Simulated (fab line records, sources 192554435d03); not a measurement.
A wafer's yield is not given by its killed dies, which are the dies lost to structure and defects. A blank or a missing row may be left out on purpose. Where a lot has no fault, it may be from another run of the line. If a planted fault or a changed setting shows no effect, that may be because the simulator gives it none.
One fault seen from 2 desks / flow n5_finfet / what lay behind the numbers comes last; until then each desk has only its own

## DESK OF THE TOOL OWNER: pecvd-03
The tool's own readings at N5_BEOL_M3_PECVD_72 (deposits SiO2 from TEOS/O2, target thk 16 nm, time 18 s): means of the sampled wafers that have a number, for each lot that ran on this tool. Any lot whose mean is over 4 standard deviations away from the usual mean is out of limits and marked OUT; that distance is given in the brackets.
Columns: A = heater_power_w at N5_BEOL_M3_PECVD_72, usual 720 W; B = showerhead_plenum_p_Torr at N5_BEOL_M3_PECVD_72, usual 8.80 Torr; C = throttle_valve_pct at N5_BEOL_M3_PECVD_72, usual 22.4 %
lot=L571; first seen here=day 7 14:13; A=655; B=8.81; C=22.9
lot=L575; first seen here=day 8 21:22; A=723; B=8.83; C=23.0
lot=L578; first seen here=day 9 04:04; A=659; B=8.82; C=23.0
lot=L579; first seen here=day 9 15:29; A=766; B=8.85; C=24.4
lot=L580; first seen here=day 9 16:03; A=730; B=8.83; C=22.9
lot=L591; first seen here=day 13 09:58; A=652; B=8.80; C=21.7
Result from this desk: across the 6 lots, nothing is out of limits.

## THE METROLOGY DESK
Lot by lot, what the gauges showed, no matter which tool ran the lot: averages of those sampled wafers that carry a number. Any lot whose mean is over 4 standard deviations away from the usual mean is out of limits and marked OUT; that distance is given in the brackets. Shown here are 7 of its 10 readings, the ones lying furthest out on some lot.
Columns: A = DIBL_N at N5_BEOL_M4_RC_MEAS_101, usual 35.1 mV/V; B = DIBL_P at N5_BEOL_M4_RC_MEAS_101, usual 34.9 mV/V; C = IOFF_N at N5_BEOL_M4_RC_MEAS_101, usual 0.143 nA/um; D = ION_N at N5_BEOL_M4_RC_MEAS_101, usual 671 uA/um; E = SS_P at N5_BEOL_M4_RC_MEAS_101, usual 73.0 mV/dec; F = VT_N at N5_BEOL_M4_RC_MEAS_101, usual 251 mV; G = VT_P at N5_BEOL_M4_RC_MEAS_101, usual -250 mV
lot=L571; first seen here=day 8 09:57; A=32.6; B=32.4; C=0.117; D=659; E=72.3; F=253; G=-251
lot=L570; first seen here=day 8 19:02; A=36.6; B=36.3; C=0.184; D=685; E=73.2; F=247; G=-244
lot=L573; first seen here=day 9 04:28; A=33.6; B=33.1; C=0.133; D=674; E=72.8; F=251; G=-254
lot=L575; first seen here=day 9 19:20; A=32.2; B=32.3; C=0.118; D=662; E=72.3; F=252; G=-247
lot=L578; first seen here=day 10 14:44; A=35.3; B=35.8; C=0.135; D=673; E=73.1; F=251; G=-249
lot=L580; first seen here=day 11 06:17; A=34.3; B=33.8; C=0.135; D=671; E=73.1; F=251; G=-248
lot=L579; first seen here=day 11 08:31; A=35.3; B=34.7; C=0.145; D=675; E=73.5; F=251; G=-252
lot=L591; first seen here=day 14 19:01; A=35.7; B=36.8; C=0.171; D=677; E=73.5; F=250; G=-249
lot=L592; first seen here=day 15 03:55; A=36.5; B=35.3; C=0.151; D=674; E=73.7; F=251; G=-245
lot=L593; first seen here=day 15 04:52; A=35.0; B=35.7; C=0.135; D=668; E=73.1; F=249; G=-248
Result from this desk: across the 10 lots, nothing is out of limits.

## TAKEN TOGETHER
Nothing out of limits was seen by the tool owner's desk.
From the metrology desk's view, nothing was out of limits.

## WHAT THE SIMULATOR HAD PUT IN
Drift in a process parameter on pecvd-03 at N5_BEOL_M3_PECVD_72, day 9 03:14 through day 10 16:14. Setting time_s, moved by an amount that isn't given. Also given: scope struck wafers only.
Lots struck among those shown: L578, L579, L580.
